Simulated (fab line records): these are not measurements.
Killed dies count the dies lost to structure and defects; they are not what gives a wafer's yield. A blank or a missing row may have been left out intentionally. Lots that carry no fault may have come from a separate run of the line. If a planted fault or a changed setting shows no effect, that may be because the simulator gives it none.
fab line records	flow nand-harc
record: lots: 13	wafers: 39	last-day: 35
route steps=1302 shown P_CONTACT@230
lots that met no fault: from a run of the same line without faults
start-h: hours from the record's first day to the start of the lot's first wafer shown	wait-h: how many hours have passed since the lot's step before this one	" unchanged from the row above	L1.1+2: a row that stands for several wafers	- no value, or no start given	* or withheld: withheld	< > ~ a bound
route shown NAME@n: names a module that has steps shown in the file, with the first one's number in the route	usual: average and standard deviation across the fault-free wafers	same: alike in all rows	chamber/n: place in a boat	sites: per-site readings	_std_site: the standard deviation of these	_edge_site: the outer-site mean with the inner-site mean subtracted	radius-mm: for every site, how far away it sits from the centre of the wafer	mask NAME#n: copy n	behind: the most recent tool/chamber to have shaped the wafer	hold: cause of the lot's hold/its duration in hours/its outcome	device: which transistor (n, p or np) failed to switch	end of line: the route-end tests of the same wafers	a step without rows: its recipe alone	killed: not the wafer's yield, but the dies lost to structure and defects at the first sort	map: per-die view of a wafer (x killed, . not killed, _ where there is no die)
set.NAME: the setting the step ran with; set.NAME@STEP: the setting that earlier step ran with	model.NAME: the simulator's own value behind a step, which no gauge read
the route's steps for a sample of lots (tables are steps, rows are wafers)
services: from which hour (start-h, from the record's first day; less than 0 if before it) a tool's chamber was out of use, for how many hours, and why
== steps ==
step: NHARC_P_CONTACT_PEB_10
recipe: peb-temp-c: 100	peb-time-s: 65
usual: plate-temp-C: 99.97/0.13
lot.wafer	tool	chamber	start-h	wait-h	plate-temp-C
L971.2	litho-track-04	0	118.64	0.1	100.00
L971.3	"	0	"	"	99.85
L971.6	"	0	"	"	99.99
L973.1	litho-track-06	0	136.01	0.1	100.05
L973.3	"	0	"	"	99.97
L973.4	"	0	"	"	100.06
L974.3	litho-track-06	0	150.23	0.0	100.00
L974.4	"	0	"	"	100.03
L974.6	"	0	"	"	99.95
L977.4	litho-track-01	0	177.61	0.0	100.03
L977.5	"	0	"	"	100.17
L977.6	"	0	"	"	100.13
L978.2	litho-track-04	0	191.92	0.1	99.95
L978.5	"	0	"	"	100.03
L978.6	"	0	"	"	99.88
L979.1	litho-track-06	0	194.02	0.1	99.93
L979.2	"	0	"	"	99.66
L979.4	"	0	"	"	99.72
L980.2	litho-track-01	0	206.79	0.1	99.90
L980.3	"	0	"	"	100.05
L980.4	"	0	"	"	99.77
L983.3	litho-track-06	0	231.91	0.0	100.04
L983.4	"	0	"	"	100.06
L983.5	"	0	"	"	100.06
L987.1	litho-track-06	0	280.87	0.1	99.74
L987.5	"	0	"	"	99.66
L987.6	"	0	"	"	99.81
L988.3	litho-track-01	0	285.83	0.0	99.99
L988.4	"	0	"	"	99.87
L988.6	"	0	"	"	100.10
L992.1	litho-track-01	0	324.09	0.1	99.74
L992.2	"	0	"	"	100.06
L992.5	"	0	"	"	99.88
L993.1	litho-track-04	0	337.54	0.1	99.93
L993.2	"	0	"	"	99.95
L993.3	"	0	"	"	99.87
L994.2	litho-track-01	0	355.93	0.1	99.83
L994.3	"	0	"	"	99.89
L994.5	"	0	"	"	99.99
step: NHARC_P_CONTACT_CD_MEAS_12
recipe: target-cd-nm: 90	landing-energy-ev: 500
usual: cd-nm: 90.0/0.49
lot.wafer	tool	chamber	start-h	wait-h	cd-nm
L971.2	cd-sem-03	0	118.72	-	90.2
L971.3	"	0	"	"	90.6
L971.6	"	0	"	"	89.7
L973.1	cd-sem-01	0	136.09	-	90.1
L973.3	"	0	"	"	90.4
L973.4	"	0	"	"	90.6
L974.3	cd-sem-03	0	150.32	-	89.7
L974.4	"	0	"	"	89.8
L974.6	"	0	"	"	90.5
L977.4	cd-sem-03	0	177.69	-	91.3
L977.5	"	0	"	"	90.7
L977.6	"	0	"	"	90.8
L978.2	cd-sem-01	0	192.00	-	89.2
L978.5	"	0	"	"	90.3
L978.6	"	0	"	"	90.0
L979.1	cd-sem-02	0	194.10	-	90.5
L979.2	"	0	"	"	90.3
L979.4	"	0	"	"	90.1
L980.2	cd-sem-02	0	206.87	-	90.3
L980.3	"	0	"	"	89.9
L980.4	"	0	"	"	90.3
L983.3	cd-sem-02	0	231.99	-	89.1
L983.4	"	0	"	"	88.9
L983.5	"	0	"	"	89.2
L987.1	cd-sem-01	0	280.94	-	107.5
L987.5	"	0	"	"	89.8
L987.6	"	0	"	"	90.7
L988.3	cd-sem-03	0	285.92	-	89.8
L988.4	"	0	"	"	89.4
L988.6	"	0	"	"	89.3
L992.1	cd-sem-03	0	324.17	-	90.3
L992.2	"	0	"	"	90.2
L992.5	"	0	"	"	90.7
L993.1	cd-sem-03	0	337.62	-	90.1
L993.2	"	0	"	"	89.6
L993.3	"	0	"	"	90.6
L994.2	cd-sem-02	0	356.01	-	90.1
L994.3	"	0	"	"	89.6
L994.5	"	0	"	"	90.1
step: NHARC_P_CONTACT_DESCUM_17
recipe: time-s: 3	o2-flow-sccm: 200	ar-flow-sccm: 0	bias-power-w: 0	chemistry: O2
usual: drypump-motor-current-A: 5.5/0.45	oes-product-au: 1.000/0.0071	rf-vpp-V: 57.9/0.89	showerhead-plenum-p-Torr: 1.91/0.084	throttle-valve-pct: 11.310/0.0094
lot.wafer	tool	chamber	start-h	wait-h	drypump-motor-current-A	oes-product-au	rf-hours-counter-h	rf-vpp-V	showerhead-plenum-p-Torr	throttle-valve-pct
L971.2	rie-diel-11	1	118.90	0.1	5.3	1.005	2.7	59.5	2.03	11.320
L971.3	"	3	"	"	6.2	0.991	1.3	58.1	1.83	11.308
L971.6	"	2	"	"	4.9	1.004	-	56.8	1.82	11.329
L973.1	rie-diel-03	3	136.27	0.1	4.9	0.999	0.1	59.1	1.96	11.321
L973.3	"	0	"	"	6.0	1.016	0.1	58.5	1.88	11.295
L973.4	"	1	"	"	5.7	1.006	0.2	59.3	1.95	11.300
L974.3	rie-diel-03	0	150.50	0.1	6.0	0.988	0.6	58.4	1.88	11.319
L974.4	"	1	"	"	5.7	0.998	0.8	58.6	1.95	11.317
L974.6	"	0	"	"	6.0	1.001	-	58.3	1.88	11.304
L977.4	rie-diel-06	3	177.89	0.1	6.1	1.000	1.1	56.8	1.87	11.312
L977.6	"	0	"	"	5.1	1.005	-	58.6	2.07	11.311
L977.5	"	1	"	"	5.4	0.987	-	58.8	1.86	11.308
L978.2	rie-diel-06	2	192.22	0.1	5.3	0.991	1.1	59.1	1.89	11.307
L978.6	"	0	"	"	5.1	1.003	-	57.5	2.07	11.310
L978.5	"	1	"	"	5.4	0.999	-	56.1	1.86	11.321
L979.1	rie-diel-06	0	194.28	0.1	5.1	1.005	2.1	57.2	2.07	11.319
L979.4	"	2	"	"	5.3	1.005	1.6	57.9	1.89	11.308
L979.2	"	3	"	"	6.1	1.001	2.0	58.8	1.87	11.299
L980.2	rie-diel-03	0	207.05	0.1	6.0	1.001	1.9	57.1	1.88	11.304
L980.4	"	1	"	"	5.7	0.989	2.1	57.8	1.95	11.342
L980.3	"	2	"	"	5.0	1.003	2.1	57.8	1.84	11.310
L983.4	rie-diel-06	1	232.17	0.1	5.4	0.991	3.5	58.3	1.85	11.315
L983.3	"	0	"	"	5.1	1.008	3.3	58.8	2.07	11.295
L983.5	"	2	"	"	5.3	0.998	-	58.2	1.89	11.307
L987.1	rie-diel-11	0	281.14	0.1	6.1	1.008	0.8	58.8	1.84	11.327
L987.5	"	3	"	"	6.2	1.005	-	59.3	1.83	11.311
L987.6	"	0	"	"	6.1	1.006	-	57.2	1.84	11.317
L988.4	rie-diel-11	0	286.10	0.1	6.1	1.012	1.3	55.3	1.84	11.313
L988.3	"	3	"	"	6.2	1.011	1.2	58.5	1.83	11.313
L988.6	"	1	"	"	5.3	0.996	-	59.1	2.02	11.300
L992.2	rie-diel-11	0	324.37	0.1	6.1	1.017	4.0	57.0	1.84	11.299
L992.1	"	1	"	"	5.3	1.000	3.7	58.5	2.02	11.311
L992.5	"	2	"	"	4.9	0.992	-	58.2	1.81	11.318
L993.3	rie-diel-06	2	337.82	0.1	5.3	0.989	0.4	57.4	1.88	11.308
L993.1	"	3	"	"	6.1	0.995	0.4	56.7	1.87	11.301
L993.2	"	0	"	"	5.1	0.996	0.4	59.2	2.06	11.319
L994.3	rie-diel-06	0	356.20	0.1	5.0	0.998	1.0	58.2	2.07	11.302
L994.2	"	1	"	"	5.4	1.003	1.1	58.1	1.85	11.310
L994.5	"	0	"	"	5.1	0.998	-	58.7	2.06	11.296
step: NHARC_P_CONTACT_ETCH_36
recipe: target-depth-a: 2600	over-etch-frac: 0.25	time-s: 406.25	ion-energy-ev: 200	n2-flow-sccm: 150	h2-flow-sccm: 150	ar-flow-sccm: 0	rf-w: 400	bias-w: 150	chemistry: N2/H2
usual: drypump-motor-current-A: 5.5/0.44	oes-product-au: 0.999/0.0069	rf-vpp-V: 430.2/2.5	showerhead-plenum-p-Torr: 2.03/0.089	throttle-valve-pct: 14.171/0.0098
lot.wafer	tool	chamber	start-h	wait-h	drypump-motor-current-A	oes-product-au	rf-hours-counter-h	rf-vpp-V	showerhead-plenum-p-Torr	throttle-valve-pct
L971.2	rie-diel-11	2	-	-	4.9	1.006	2.8	426.6	1.93	14.173
L971.3	"	0	"	"	6.1	0.989	2.4	428.6	1.96	14.177
L971.6	"	2	"	"	4.9	1.007	-	428.6	1.93	14.169
L973.4	rie-diel-03	2	-	-	5.0	1.000	0.3	429.8	1.96	14.164
L973.1	"	3	"	"	5.0	1.008	0.2	431.7	2.09	14.154
L973.3	"	0	"	"	6.0	0.997	0.2	429.1	2.01	14.167
L974.4	rie-diel-03	1	-	-	5.7	1.003	0.9	432.1	2.08	14.183
L974.3	"	0	"	"	6.0	1.013	0.6	429.2	2.01	14.181
L974.6	"	2	"	"	5.0	0.994	-	428.1	1.96	14.170
L977.4	rie-diel-06	3	-	-	6.1	1.004	1.2	428.6	1.99	14.169
L977.6	"	0	"	"	5.2	0.993	-	436.5	2.21	14.159
L977.5	"	1	"	"	5.4	0.983	-	428.8	1.98	14.172
L978.2	rie-diel-06	3	-	-	6.1	0.998	1.8	427.6	1.99	14.162
L978.5	"	1	"	"	5.4	0.993	-	428.6	1.98	14.175
L978.6	"	2	"	"	5.3	0.999	-	429.1	2.01	14.178
L979.4	rie-diel-06	2	-	-	5.3	0.999	1.7	430.8	2.01	14.163
L979.2	"	3	"	"	6.1	1.008	2.1	430.0	1.99	14.163
L979.1	"	0	"	"	5.1	1.003	2.1	436.9	2.21	14.174
L980.4	rie-diel-03	2	-	-	5.0	1.004	2.2	428.3	1.96	14.180
L980.2	"	3	"	"	5.0	0.996	1.8	432.3	2.09	14.166
L980.3	"	1	"	"	5.7	1.001	2.2	431.5	2.08	14.159
L983.3	rie-diel-06	1	-	-	5.4	0.993	3.6	429.0	1.98	14.163
L983.4	"	3	"	"	6.1	0.998	3.3	428.7	1.99	14.180
L983.5	"	1	"	"	5.4	0.988	-	429.5	1.98	14.185
L987.1	rie-diel-11	2	-	-	4.9	1.008	0.1	428.5	1.93	14.178
L987.6	"	0	"	"	6.1	0.998	-	428.2	1.96	14.164
L987.5	"	1	"	"	5.3	0.997	-	434.2	2.16	14.159
L988.3	rie-diel-11	0	-	-	6.1	1.005	1.4	427.3	1.96	14.161
L988.4	"	1	"	"	5.3	0.998	1.4	433.2	2.16	14.179
L988.6	"	0	"	"	6.1	1.007	-	428.7	1.96	14.145
L992.2	rie-diel-11	3	-	-	6.2	0.996	3.9	428.2	1.95	14.165
L992.1	"	0	"	"	6.1	0.999	4.0	427.2	1.96	14.172
L992.5	"	3	"	"	6.2	0.995	-	428.7	1.95	14.166
L993.3	rie-diel-06	1	-	-	5.4	0.994	0.4	430.0	1.98	14.167
L993.1	"	2	"	"	5.3	0.984	0.5	429.8	2.01	14.171
L993.2	"	0	"	"	5.1	0.995	0.4	434.3	2.21	14.167
L994.2	rie-diel-06	2	-	-	5.3	0.997	1.2	429.3	2.01	14.173
L994.3	"	0	"	"	5.1	1.005	1.1	435.6	2.21	14.157
L994.5	"	2	"	"	5.3	0.989	-	428.9	2.01	14.177
step: NHARC_P_CONTACT_ETCH_18
recipe: target-depth-a: 4810	time-s: 240.5	c4f8-flow-sccm: 20	o2-flow-sccm: 10	ar-flow-sccm: withheld	rf-w: 600	bias-w: 1500	chemistry: C4F8/O2/Ar
usual: oes-product-au: 0.958/0.019	rf-vpp-V: 977/5.6
lot.wafer	tool	chamber	start-h	wait-h	oes-product-au	rf-hours-counter-h	rf-vpp-V
L971.3	rie-diel-11	3	-	-	0.925	1.5	973
L971.2	"	0	"	"	0.979	2.5	973
L971.6	"	0	"	"	0.980	-	973
L973.4	rie-diel-03	1	-	-	0.964	0.5	980
L973.1	"	2	"	"	0.976	0.5	972
L973.3	"	3	"	"	0.957	0.3	983
L974.3	rie-diel-03	1	-	-	0.968	1.1	981
L974.4	"	2	"	"	0.986	1.1	974
L974.6	"	0	"	"	0.955	-	978
L977.4	rie-diel-06	1	-	-	0.952	1.3	975
L977.5	"	1	"	"	0.953	-	974
L977.6	"	2	"	"	0.978	-	977
L978.2	rie-diel-06	0	-	-	0.923	2.0	988
L978.6	"	2	"	"	0.927	-	975
L978.5	"	3	"	"	0.923	-	974
L979.1	rie-diel-06	2	-	-	0.971	1.9	977
L979.2	"	3	"	"	0.972	2.2	974
L979.4	"	0	"	"	0.964	2.2	989
L980.3	rie-diel-03	2	-	-	0.972	2.4	973
L980.4	"	3	"	"	0.964	2.0	980
L980.2	"	0	"	"	0.963	2.1	978
L983.4	rie-diel-06	2	-	-	0.959	3.1	976
L983.3	"	0	"	"	0.976	3.6	989
L983.5	"	2	"	"	0.948	-	976
L987.1	rie-diel-11	1	-	-	0.971	1.1	986
L987.5	"	1	"	"	0.967	-	986
L987.6	"	2	"	"	0.979	-	971
L988.3	rie-diel-11	2	-	-	0.995	0.6	973
L988.4	"	3	"	"	0.978	1.5	971
L988.6	"	3	"	"	0.971	-	971
L992.1	rie-diel-11	1	-	-	0.973	3.9	987
L992.2	"	2	"	"	0.963	3.1	971
L992.5	"	2	"	"	0.958	-	971
L993.2	rie-diel-06	0	-	-	0.977	0.5	990
L993.3	"	1	"	"	0.965	0.6	975
L993.1	"	2	"	"	0.958	0.7	976
L994.3	rie-diel-06	1	-	-	0.958	1.2	973
L994.2	"	3	"	"	0.979	1.3	974
L994.5	"	1	"	"	0.963	-	975
== services ==
tool	chamber	start-h	hours	kind
rie-diel-03	-	104.31	9.0	pm
rie-diel-11	3	106.82	10.5	repair
rie-diel-06	0	108.82	-	clean
rie-diel-06	1	108.82	-	clean
rie-diel-06	2	108.82	-	clean
rie-diel-06	-	130.20	9.0	pm
rie-diel-06	2	141.35	3.8	repair
rie-diel-06	2	149.20	1.6	repair
litho-track-01	-	155.00	7.0	pm
rie-diel-06	2	158.74	5.1	repair
litho-track-06	-	179.00	7.0	pm
rie-diel-03	3	186.55	1.6	repair
rie-diel-11	3	200.01	10.9	repair
litho-track-04	-	203.00	7.0	pm
rie-diel-11	1	209.13	4.4	repair
rie-diel-06	3	239.75	6.7	repair
rie-diel-11	-	252.87	2.2	repair
rie-diel-11	-	255.50	9.0	pm
rie-diel-06	0	256.67	4.6	repair
rie-diel-03	-	281.31	9.0	pm
rie-diel-06	-	283.70	0.5	repair
rie-diel-06	-	307.20	9.0	pm
litho-track-01	-	330.00	7.0	pm
litho-track-06	-	354.00	7.0	pm
== key ==
first-sign: step: NHARC_P_CONTACT_CD_MEAS_12	reading: cd-nm	direction: up	sigmas: 36	usual: 90.0	struck: 107.5
effect none on later readings
met-at NHARC_P_CONTACT_PEB_10
struck-lots L987
struck-wafers L987.1
later-rows-left-out L987.1
sort-left-out L987.1
tester-left-out L987
not-acting-at NHARC_P_CONTACT_DESCUM_17,NHARC_P_CONTACT_ETCH_36,NHARC_P_CONTACT_ETCH_18
onset-between 231.91 280.87
fault: kind: process-parameter-drift	tool: litho-track-06	chamber: -	onset-h: 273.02	steps: NHARC_P_CONTACT_PEB_10	channel: peb-time-s	offset: *	shape: step	end-h: 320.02	scope: struck-wafers-only	acts-in: *	stated: *
tester-left-out: of these lots the tester's yield and bins aren't shown, on N5 and GAA mostly nor the transistor test; their killed dies are dies lost to structure and defects alone, not to doping, threshold or leakage, so they don't give the yield
sort-left-out: the simulated sort isn't trusted on such a fault, so these wafers' sort isn't shown, and their yield isn't known
later-rows-left-out: the simulator's readings of these wafers behind a module that went badly wrong aren't trusted and aren't shown, but for the sort
